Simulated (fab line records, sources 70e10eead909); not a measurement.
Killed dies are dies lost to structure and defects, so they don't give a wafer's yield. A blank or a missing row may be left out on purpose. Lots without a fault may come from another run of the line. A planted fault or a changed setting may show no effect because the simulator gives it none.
Which tool did it? | flow nand_harc | 24 lots, 72 wafers sampled, at 6 steps of a route of 1302

WHAT THE GAUGES READ, wafer by wafer
The record holds no reading of a measuring or inspecting step that can be judged against a usual standard deviation.

WHICH TOOL RAN EACH LOT (tool, then ch and the chambers of the sampled wafers, then the start)
lot  | NHARC_A_CONTACT_ETCH_49                       | NHARC_A_CONTACT_ETCH_121             | NHARC_A_CONTACT_DEP_58          | NHARC_A_CONTACT_ETCH_132             | NHARC_A_CONTACT_ETCH_106           | NHARC_A_CONTACT_STRIP_82
L074 | rie_diel-10 ch 1,2,3, day 21 16:46 or earlier | har_cap_etch-01 ch 0,1, day 21 16:46 | pecvd-02 ch 0,1,2, day 22 03:43 | har_cap_etch-03 ch 0,1, day 22 07:29 | rie_diel-02 ch 0,3, day 22 08:57   | rie_diel-02 ch 0,1,2, no start
L075 | rie_diel-10 ch 0,2, day 22 09:51 or earlier   | har_cap_etch-03 ch 1, day 22 09:51   | pecvd-02 ch 0,1, day 22 15:35   | har_cap_etch-01 ch 1, day 22 19:22   | rie_diel-02 ch 0,1,3, day 22 21:34 | rie_diel-02 ch 0,2, no start
L076 | rie_diel-03 ch 0,1,2, day 22 10:46 or earlier | har_cap_etch-02 ch 0, day 22 10:46   | pecvd-02 ch 0,1,2, day 22 18:05 | har_cap_etch-02 ch 0,1, day 22 21:56 | rie_diel-02 ch 1,2,3, day 22 23:25 | rie_diel-02 ch 0,1,2, no start
L077 | rie_diel-02 ch 0,2, day 22 14:08 or earlier   | har_cap_etch-03 ch 0,1, day 22 14:08 | pecvd-01 ch 0,2, day 22 21:17   | har_cap_etch-01 ch 1, day 23 01:13   | rie_diel-02 ch 0,2,3, day 23 02:40 | rie_diel-02 ch 1,2,3, no start
L078 | rie_diel-02 ch 0,2,3, day 23 00:50 or earlier | har_cap_etch-03 ch 0,1, day 23 00:50 | pecvd-02 ch 0,1, day 23 07:56   | har_cap_etch-02 ch 0,1, day 23 11:49 | rie_diel-02 ch 2,3, day 23 13:18   | rie_diel-02 ch 0,2,3, no start
L080 | rie_diel-02 ch 0,3, day 23 18:29 or earlier   | har_cap_etch-01 ch 0,1, day 23 18:29 | pecvd-01 ch 0,1,2, day 24 00:25 | har_cap_etch-02 ch 0,1, day 24 04:14 | rie_diel-03 ch 0,1,2, day 24 05:43 | rie_diel-03 ch 0,2, no start
L079 | rie_diel-03 ch 0,3, day 23 18:56 or earlier   | har_cap_etch-03 ch 0,1, day 23 18:56 | pecvd-04 ch 0,1,2, day 24 00:38 | har_cap_etch-01 ch 0,1, day 24 04:31 | rie_diel-02 ch 1,2, day 24 05:59   | rie_diel-02 ch 0,1,2, no start
L081 | rie_diel-03 ch 0,1, day 24 10:28 or earlier   | har_cap_etch-03 ch 0,1, day 24 10:28 | pecvd-01 ch 1,2, day 24 19:22   | har_cap_etch-03 ch 0,1, day 24 23:22 | rie_diel-03 ch 1,2,3, day 25 01:08 | rie_diel-03 ch 0,2,3, no start
L082 | rie_diel-02 ch 0,1,2, day 25 14:47 or earlier | har_cap_etch-01 ch 0,1, day 25 14:47 | pecvd-04 ch 0,1, day 25 20:34   | har_cap_etch-03 ch 0,1, day 26 00:25 | rie_diel-02 ch 0,1, day 26 03:07   | rie_diel-02 ch 0,1,3, no start
L085 | rie_diel-02 ch 0,2,3, day 26 05:05 or earlier | har_cap_etch-02 ch 0,1, day 26 05:05 | pecvd-01 ch 0,1, day 26 16:19   | har_cap_etch-02 ch 0,1, day 26 20:04 | rie_diel-02 ch 0,3, day 26 21:36   | rie_diel-02 ch 0,2,3, no start
L083 | rie_diel-02 ch 1,2,3, day 26 06:23 or earlier | har_cap_etch-01 ch 0,1, day 26 06:23 | pecvd-04 ch 0,1,2, day 26 16:56 | har_cap_etch-01 ch 0,1, day 26 20:50 | rie_diel-02 ch 0,2,3, day 26 22:25 | rie_diel-02 ch 0,2,3, no start
L086 | rie_diel-02 ch 0,2,3, day 26 08:17 or earlier | har_cap_etch-03 ch 0,1, day 26 08:17 | pecvd-04 ch 0,1, day 26 20:13   | har_cap_etch-03 ch 0,1, day 27 02:01 | rie_diel-03 ch 0,3, day 27 03:29   | rie_diel-03 ch 0,3, no start
L084 | rie_diel-02 ch 0,1,3, day 26 16:13 or earlier | har_cap_etch-01 ch 0,1, day 26 16:13 | pecvd-04 ch 0,1,2, day 27 03:14 | har_cap_etch-01 ch 0, day 27 08:17   | rie_diel-10 ch 2,3, day 27 09:45   | rie_diel-10 ch 0,1,2, no start
L087 | rie_diel-03 ch 0,1,3, day 26 17:28 or earlier | har_cap_etch-03 ch 0,1, day 26 17:28 | pecvd-04 ch 1,2, day 27 03:58   | har_cap_etch-02 ch 1, day 27 07:44   | rie_diel-03 ch 1,2, day 27 09:11   | rie_diel-03 ch 0,1,3, no start
L088 | rie_diel-02 ch 0,2, day 27 17:52 or earlier   | har_cap_etch-01 ch 0,1, day 27 17:52 | pecvd-04 ch 0,1,2, day 28 02:32 | har_cap_etch-03 ch 0, day 28 06:40   | rie_diel-02 ch 0,1, day 28 08:07   | rie_diel-02 ch 0,3, no start
L091 | rie_diel-02 ch 0,1, day 28 07:56 or earlier   | har_cap_etch-02 ch 0,1, day 28 07:56 | pecvd-01 ch 0,1, day 28 15:33   | har_cap_etch-01 ch 0,1, day 28 19:27 | rie_diel-02 ch 0,1,2, day 28 20:55 | rie_diel-02 ch 0,1,2, no start
L090 | rie_diel-02 ch 1,3, day 28 17:00 or earlier   | har_cap_etch-03 ch 0,1, day 28 17:00 | pecvd-04 ch 0,2, day 29 01:13   | har_cap_etch-02 ch 0,1, day 29 04:58 | rie_diel-10 ch 1,2,3, day 29 06:30 | rie_diel-10 ch 1,2,3, no start
L089 | rie_diel-10 ch 1,2,3, day 28 17:50 or earlier | har_cap_etch-02 ch 0,1, day 28 17:50 | pecvd-02 ch 0,2, day 29 03:44   | har_cap_etch-03 ch 0,1, day 29 07:31 | rie_diel-03 ch 1,2, day 29 11:47   | rie_diel-03 ch 0,1,3, no start
L092 | rie_diel-02 ch 2,3, day 28 21:50 or earlier   | har_cap_etch-03 ch 0,1, day 28 21:50 | pecvd-04 ch 0,1,2, day 29 06:59 | har_cap_etch-02 ch 0,1, day 29 10:44 | rie_diel-02 ch 1,2,3, day 29 12:11 | rie_diel-02 ch 0,1, no start
L093 | rie_diel-10 ch 1,2,3, day 29 15:36 or earlier | har_cap_etch-03 ch 0,1, day 29 15:36 | pecvd-02 ch 0,1, day 29 21:22   | har_cap_etch-01 ch 0,1, day 30 01:20 | rie_diel-10 ch 0,1,2, day 30 02:49 | rie_diel-10 ch 0,1,3, no start
L094 | rie_diel-02 ch 0,1,2, day 29 20:02 or earlier | har_cap_etch-02 ch 0, day 29 20:02   | pecvd-04 ch 0,1,2, day 30 01:45 | har_cap_etch-02 ch 0, day 30 05:40   | rie_diel-02 ch 0,1,3, day 30 07:35 | rie_diel-02 ch 0,1,3, no start
L095 | rie_diel-03 ch 1,2, day 30 16:27 or earlier   | har_cap_etch-02 ch 0,1, day 30 16:27 | pecvd-04 ch 0,1, day 30 22:13   | har_cap_etch-01 ch 0,1, day 31 02:35 | rie_diel-10 ch 0,1, day 31 04:11   | rie_diel-10 ch 1,2,3, no start
L096 | rie_diel-02 ch 1,2,3, day 30 16:38 or earlier | har_cap_etch-03 ch 0,1, day 30 16:38 | pecvd-02 ch 0,1,2, day 30 22:43 | har_cap_etch-02 ch 0,1, day 31 02:53 | rie_diel-02 ch 1,2,3, day 31 04:35 | rie_diel-02 ch 0,1,3, no start
L097 | rie_diel-02 ch 0,3, day 31 05:00 or earlier   | har_cap_etch-03 ch 0,1, day 31 05:00 | pecvd-04 ch 1,2, day 31 10:47   | har_cap_etch-03 ch 0,1, day 31 14:40 | rie_diel-02 ch 1,2,3, day 31 16:15 | rie_diel-02 ch 0,2,3, no start
- NHARC_A_CONTACT_ETCH_49: etches the open film in N2/H2, target depth 260 nm, time 475.3 s.
- NHARC_A_CONTACT_ETCH_121: etches the open film in C4F8/O2/Ar, time 190 s, target depth 1850 nm.
- NHARC_A_CONTACT_DEP_58: deposits SiON, target thk 90 nm.
- NHARC_A_CONTACT_ETCH_132: etches the open film in C4F8/O2/Ar, time 197 s, target depth 1924 nm.
- NHARC_A_CONTACT_ETCH_106: etches the open film in CF4/O2, target depth 90 nm, overetch 9 nm, time 49.5 s.
- NHARC_A_CONTACT_STRIP_82: strips in O2.

WHAT THE TOOLS THEMSELVES READ (means of the sampled wafers that have a number; where no wafer has one, the mark that the record gives instead)
NHARC_A_CONTACT_ETCH_49.
lot  | tool        | drypump_motor_current_A (A) | n2_flow_sccm (sccm) | oes_product_au (a.u.) | rf_vpp_V (V) | showerhead_plenum_p_Torr (Torr) | throttle_valve_pct (%)
L074 | rie_diel-10 | 5.6                         | 150.2               | 0.998                 | 430.0        | 2.05                            | 14.172
L075 | rie_diel-10 | 5.2                         | 149.6               | 1.004                 | 429.6        | 2.00                            | 14.178
L076 | rie_diel-03 | 5.8                         | 150.0               | 0.999                 | 430.4        | 2.09                            | 14.169
L077 | rie_diel-02 | 5.6                         | 149.7               | 1.001                 | 428.7        | 1.95                            | 14.167
L078 | rie_diel-02 | 5.7                         | 149.6               | 1.001                 | 428.7        | 1.97                            | 14.179
L080 | rie_diel-02 | 5.9                         | 149.8               | 1.015                 | 427.3        | 1.93                            | 14.171
L079 | rie_diel-03 | 5.6                         | 150.1               | 1.000                 | 431.0        | 2.06                            | 14.168
L081 | rie_diel-03 | 5.8                         | 149.9               | 0.999                 | 431.4        | 2.06                            | 14.172
L082 | rie_diel-02 | 5.7                         | 149.7               | 0.987                 | 430.0        | 2.03                            | 14.175
L085 | rie_diel-02 | 5.7                         | 149.9               | 0.994                 | 428.7        | 1.97                            | 14.177
L083 | rie_diel-02 | 5.8                         | 150.1               | 0.988                 | 430.7        | 2.05                            | 14.171
L086 | rie_diel-02 | 5.7                         | 150.1               | 0.989                 | 428.4        | 1.97                            | 14.165
L084 | rie_diel-02 | 6.0                         | 149.5               | 0.989                 | 430.2        | 2.01                            | 14.170
L087 | rie_diel-03 | 5.8                         | 150.4               | 1.000                 | 430.2        | 2.01                            | 14.174
L088 | rie_diel-02 | 5.3                         | 149.6               | 0.998                 | 429.5        | 1.98                            | 14.167
L091 | rie_diel-02 | 6.1                         | 149.7               | 0.999                 | 430.9        | 2.06                            | 14.169
L090 | rie_diel-02 | 6.2                         | 150.3               | 0.992                 | 432.1        | 2.08                            | 14.169
L089 | rie_diel-10 | 5.5                         | 149.9               | 1.008                 | 429.2        | 2.03                            | 14.176
L092 | rie_diel-02 | 5.8                         | 149.8               | 0.986                 | 428.4        | 1.99                            | 14.172
L093 | rie_diel-10 | 5.5                         | 150.3               | 1.003                 | 430.0        | 2.02                            | 14.177
L094 | rie_diel-02 | 5.7                         | 149.7               | 0.996                 | 430.1        | 2.02                            | 14.165
L095 | rie_diel-03 | 5.9                         | 150.1               | 0.995                 | 434.5        | 2.20                            | 14.168
L096 | rie_diel-02 | 5.8                         | 150.2               | 0.982                 | 430.4        | 2.04                            | 14.169
L097 | rie_diel-02 | 5.9                         | 150.1               | 1.000                 | 427.0        | 1.92                            | 14.170

NHARC_A_CONTACT_ETCH_121.
lot  | tool            | oes_air_line_au (a.u.)
L074 | har_cap_etch-01 | 0.998
L075 | har_cap_etch-03 | 1.011
L076 | har_cap_etch-02 | 0.978
L077 | har_cap_etch-03 | 0.975
L078 | har_cap_etch-03 | 0.984
L080 | har_cap_etch-01 | 0.996
L079 | har_cap_etch-03 | 0.984
L081 | har_cap_etch-03 | 0.986
L082 | har_cap_etch-01 | 1.002
L085 | har_cap_etch-02 | 1.020
L083 | har_cap_etch-01 | 1.001
L086 | har_cap_etch-03 | 0.991
L084 | har_cap_etch-01 | 1.004
L087 | har_cap_etch-03 | 1.027
L088 | har_cap_etch-01 | 1.001
L091 | har_cap_etch-02 | 1.001
L090 | har_cap_etch-03 | 1.028
L089 | har_cap_etch-02 | 1.010
L092 | har_cap_etch-03 | 0.989
L093 | har_cap_etch-03 | 1.004
L094 | har_cap_etch-02 | 0.986
L095 | har_cap_etch-02 | 0.999
L096 | har_cap_etch-03 | 0.986
L097 | har_cap_etch-03 | 1.006

NHARC_A_CONTACT_DEP_58.
lot  | tool     | heater_power_outer_w (W) | heater_power_w (W)
L074 | pecvd-02 | 483                      | 822
L075 | pecvd-02 | 478                      | 814
L076 | pecvd-02 | 479                      | 822
L077 | pecvd-01 | 447                      | 726
L078 | pecvd-02 | 535                      | 931
L080 | pecvd-01 | 488                      | 827
L079 | pecvd-04 | 456                      | 782
L081 | pecvd-01 | 512                      | 855
L082 | pecvd-04 | 410                      | 748
L085 | pecvd-01 | 476                      | 819
L083 | pecvd-04 | 429                      | 753
L086 | pecvd-04 | 400                      | 719
L084 | pecvd-04 | 442                      | 762
L087 | pecvd-04 | 418                      | 747
L088 | pecvd-04 | 447                      | 766
L091 | pecvd-01 | 509                      | 883
L090 | pecvd-04 | 428                      | 726
L089 | pecvd-02 | 422                      | 722
L092 | pecvd-04 | 450                      | 774
L093 | pecvd-02 | 518                      | 869
L094 | pecvd-04 | 423                      | 733
L095 | pecvd-04 | 479                      | 824
L096 | pecvd-02 | 470                      | 797
L097 | pecvd-04 | 436                      | 746

NHARC_A_CONTACT_ETCH_132.
lot  | tool            | oes_air_line_au (a.u.)
L074 | har_cap_etch-03 | 1.002
L075 | har_cap_etch-01 | 0.988
L076 | har_cap_etch-02 | 1.012
L077 | har_cap_etch-01 | 0.992
L078 | har_cap_etch-02 | 0.995
L080 | har_cap_etch-02 | 1.007
L079 | har_cap_etch-01 | 0.999
L081 | har_cap_etch-03 | 0.996
L082 | har_cap_etch-03 | 1.001
L085 | har_cap_etch-02 | 1.005
L083 | har_cap_etch-01 | 1.007
L086 | har_cap_etch-03 | 0.999
L084 | har_cap_etch-01 | 0.980
L087 | har_cap_etch-02 | 1.004
L088 | har_cap_etch-03 | 1.011
L091 | har_cap_etch-01 | 1.030
L090 | har_cap_etch-02 | 1.010
L089 | har_cap_etch-03 | 1.008
L092 | har_cap_etch-02 | 1.013
L093 | har_cap_etch-01 | 0.990
L094 | har_cap_etch-02 | 1.036
L095 | har_cap_etch-01 | 1.006
L096 | har_cap_etch-02 | 1.000
L097 | har_cap_etch-03 | 1.008

NHARC_A_CONTACT_ETCH_106.
lot  | tool        | drypump_motor_current_A (A) | oes_product_au (a.u.) | rf_vpp_V (V) | showerhead_plenum_p_Torr (Torr) | throttle_valve_pct (%)
L074 | rie_diel-02 | 6.0                         | 1.005                 | 196.1        | 1.28                            | 13.402
L075 | rie_diel-02 | 6.0                         | 1.002                 | 197.4        | 1.32                            | 13.390
L076 | rie_diel-02 | 5.8                         | 0.993                 | 198.0        | 1.34                            | 13.398
L077 | rie_diel-02 | 5.7                         | 0.995                 | 197.2        | 1.29                            | 13.392
L078 | rie_diel-02 | 5.4                         | 0.992                 | 196.9        | 1.32                            | 13.393
L080 | rie_diel-03 | 5.8                         | 1.000                 | 198.7        | 1.36                            | 13.395
L079 | rie_diel-02 | 5.5                         | 0.995                 | 198.1        | 1.35                            | 13.391
L081 | rie_diel-03 | 5.8                         | 1.002                 | 197.4        | 1.33                            | 13.399
L082 | rie_diel-02 | 5.9                         | 0.997                 | 196.6        | 1.30                            | 13.396
L085 | rie_diel-02 | 6.0                         | 0.995                 | 196.4        | 1.28                            | 13.389
L083 | rie_diel-02 | 5.7                         | 0.993                 | 196.1        | 1.29                            | 13.402
L086 | rie_diel-03 | 5.5                         | 1.019                 | 198.3        | 1.37                            | 13.395
L084 | rie_diel-10 | 5.4                         | 0.994                 | 198.2        | 1.39                            | 13.407
L087 | rie_diel-03 | 6.1                         | 1.000                 | 196.8        | 1.30                            | 13.394
L088 | rie_diel-02 | 6.1                         | 0.992                 | 197.5        | 1.35                            | 13.387
L091 | rie_diel-02 | 5.7                         | 0.997                 | 197.5        | 1.32                            | 13.394
L090 | rie_diel-10 | 5.5                         | 1.013                 | 197.7        | 1.33                            | 13.388
L089 | rie_diel-03 | 6.1                         | 0.995                 | 200.0        | 1.44                            | 13.392
L092 | rie_diel-02 | 5.8                         | 0.994                 | 197.5        | 1.34                            | 13.409
L093 | rie_diel-10 | 5.4                         | 1.005                 | 196.7        | 1.28                            | 13.399
L094 | rie_diel-02 | 6.1                         | 0.987                 | 197.1        | 1.31                            | 13.401
L095 | rie_diel-10 | 5.7                         | 0.999                 | 196.6        | 1.25                            | 13.400
L096 | rie_diel-02 | 5.8                         | 0.990                 | 197.3        | 1.34                            | 13.405
L097 | rie_diel-02 | 5.8                         | 0.986                 | 197.6        | 1.34                            | 13.393

NHARC_A_CONTACT_STRIP_82.
lot  | tool        | drypump_motor_current_A (A) | oes_product_au (a.u.) | rf_vpp_V (V) | showerhead_plenum_p_Torr (Torr) | throttle_valve_pct (%)
L074 | rie_diel-02 | 5.7                         | 1.004                 | 57.7         | 3.51                            | 17.035
L075 | rie_diel-02 | 5.3                         | 0.996                 | 57.7         | 3.45                            | 17.025
L076 | rie_diel-02 | 5.7                         | 0.995                 | 57.7         | 3.51                            | 17.031
L077 | rie_diel-02 | 5.8                         | 0.995                 | 58.3         | 3.55                            | 17.037
L078 | rie_diel-02 | 5.7                         | 1.005                 | 57.4         | 3.42                            | 17.041
L080 | rie_diel-03 | 5.6                         | 1.010                 | 57.3         | 3.72                            | 17.038
L079 | rie_diel-02 | 5.7                         | 1.006                 | 57.8         | 3.51                            | 17.040
L081 | rie_diel-03 | 5.6                         | 1.003                 | 58.5         | 3.66                            | 17.052
L082 | rie_diel-02 | 6.1                         | 1.001                 | 56.7         | 3.48                            | 17.043
L085 | rie_diel-02 | 5.7                         | 0.992                 | 56.4         | 3.41                            | 17.037
L083 | rie_diel-02 | 5.7                         | 0.997                 | 57.2         | 3.41                            | 17.038
L086 | rie_diel-03 | 5.6                         | 1.007                 | 58.7         | 3.61                            | 17.041
L084 | rie_diel-10 | 5.5                         | 0.996                 | 57.6         | 3.40                            | 17.032
L087 | rie_diel-03 | 5.8                         | 1.005                 | 58.2         | 3.48                            | 17.032
L088 | rie_diel-02 | 6.0                         | 0.990                 | 57.8         | 3.38                            | 17.040
L091 | rie_diel-02 | 5.7                         | 0.996                 | 57.9         | 3.50                            | 17.034
L090 | rie_diel-10 | 5.5                         | 1.002                 | 58.3         | 3.51                            | 17.030
L089 | rie_diel-03 | 5.8                         | 0.996                 | 57.9         | 3.65                            | 17.041
L092 | rie_diel-02 | 5.9                         | 0.985                 | 57.4         | 3.44                            | 17.028
L093 | rie_diel-10 | 5.6                         | 1.009                 | 58.3         | 3.47                            | 17.037
L094 | rie_diel-02 | 6.1                         | 0.997                 | 57.5         | 3.47                            | 17.030
L095 | rie_diel-10 | 5.5                         | 1.000                 | 57.2         | 3.50                            | 17.035
L096 | rie_diel-02 | 6.0                         | 0.990                 | 58.1         | 3.47                            | 17.030
L097 | rie_diel-02 | 5.7                         | 0.996                 | 57.6         | 3.40                            | 17.037

THE ANSWER, worked out from the rows above alone
Rule: what is usual is taken from the lots themselves. Put in order of their means at a reading, lots are off if they are a third of the lots or fewer, leave a main group of 4 or more, and stand apart from it by a gap of 3 or more times the standard deviation of the main group's means; of several such gaps the widest counts. A main group whose means are all the same, to the digits that the tables above print for the reading, isn't used. A lot without any number at a reading at which 4 lots or more have one is off too. The other lots that the step has rows for count as sound. The gauges are gone through in route order, then the tools' own readings, and for those a lot's mean is taken as printed above. The first step at which some lot is off is used, and at that step the reading that is off furthest; a lot without a number counts as furthest.
No lot is off at any reading shown: from this, nothing can be told.

WHAT THE SIMULATOR HAD PUT IN
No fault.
